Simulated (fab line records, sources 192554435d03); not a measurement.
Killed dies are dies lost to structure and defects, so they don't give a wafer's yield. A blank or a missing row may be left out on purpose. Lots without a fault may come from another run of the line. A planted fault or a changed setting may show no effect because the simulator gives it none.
One fault seen from 3 desks | flow n5_finfet | each desk has only its own numbers; what lay behind them comes last

THE DEFECT DESK
What the inspections along the route counted, lot by lot: means of the sampled wafers that have a number. A lot is out of limits, marked OUT, if its mean lies more than 4 standard deviations from the usual mean; the brackets give that distance.
Columns: A = raw_defect_count at N5_HKMG_FIN_INSPECT_61, usual 2.0
lot  | first seen here | A
L995 | day 6 16:50     | 3.0
L997 | day 7 07:29     | 0.7
L101 | day 8 05:34     | 1.0
L102 | day 8 14:14     | 3.7
L105 | day 9 13:19     | 3.0
L106 | day 9 14:32     | 3.3
This desk's finding: nothing out of limits on any of the 6 lots.

THE TOOL OWNER'S DESK: rie_diel-01
The tool's own readings at N5_HKMG_FIN_ETCH_55 (etches SOC in N2/H2, target depth 240 nm, time 300 s): means of the sampled wafers that have a number, for each lot that ran on this tool. A lot is out of limits, marked OUT, if its mean lies more than 4 standard deviations from the usual mean; the brackets give that distance.
Columns: A = drypump_motor_current_A at N5_HKMG_FIN_ETCH_55, usual 5.7 A; B = oes_product_au at N5_HKMG_FIN_ETCH_55, usual 0.78 a.u.; C = rf_fwd_power_W at N5_HKMG_FIN_ETCH_55, usual 837.7 W; D = rf_vpp_V at N5_HKMG_FIN_ETCH_55, usual 524.6 V; E = run_length_s at N5_HKMG_FIN_ETCH_55, usual 323.3 s; F = showerhead_plenum_p_Torr at N5_HKMG_FIN_ETCH_55, usual 2.56 Torr; G = throttle_valve_pct at N5_HKMG_FIN_ETCH_55, usual 17.87 %
lot  | first seen here | A   | B    | C     | D     | E               | F    | G
L997 | day 7 08:50     | 5.6 | 0.87 | 838.7 | 525.9 | 323.2           | 2.62 | 17.66
L101 | day 8 05:41     | 5.8 | 0.85 | 840.0 | 526.2 | 309.9 (-30) OUT | 2.62 | 17.65
L102 | day 8 14:22     | 5.5 | 0.88 | 836.4 | 528.9 | 297.0 (-58) OUT | 2.70 | 17.96
This desk's finding: out of limits on L101, L102; first on L101, day 8 05:41 (run_length_s at N5_HKMG_FIN_ETCH_55). In limits: L997.

THE METROLOGY DESK
What the gauges read, lot by lot, whatever tool the lot ran on: means of the sampled wafers that have a number. A lot is out of limits, marked OUT, if its mean lies more than 4 standard deviations from the usual mean; the brackets give that distance.
Columns: A = cd_nm at N5_HKMG_FIN_CD_MEAS_49, usual 202.0 nm; B = NDIPOLE_OVL at N5_HKMG_FIN_OVL_MEAS_50, usual 0.3 nm
lot  | first seen here | A     | B
L995 | day 6 16:47     | 202.5 | 0.8
L997 | day 7 07:26     | 201.4 | -0.1
L101 | day 8 05:31     | 201.3 | -0.7
L102 | day 8 14:11     | 201.3 | -0.1
L105 | day 9 13:16     | 202.0 | 0.6
L106 | day 9 14:29     | 201.9 | 0.6
This desk's finding: nothing out of limits on any of the 6 lots.

PUT TOGETHER
The tool owner's desk could have raised an alarm at day 8 05:41, on L101, L102.
The defect desk saw nothing out of limits.
The metrology desk saw nothing out of limits.
The defect desk has L101, L102 on record, within its limits.
The metrology desk has L101, L102 on record, within its limits.
Of the lots named, all ran N5_HKMG_FIN_ETCH_55 on rie_diel-01.

WHAT THE SIMULATOR HAD PUT IN
Process parameter drift: rie_diel-01, from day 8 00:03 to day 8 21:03, at N5_HKMG_FIN_ETCH_55. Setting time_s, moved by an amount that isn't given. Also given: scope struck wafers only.
Lots struck among those shown: L101, L102.
Hours from the fault's start to each desk's first reading out of limits: the tool owner's desk, 6.
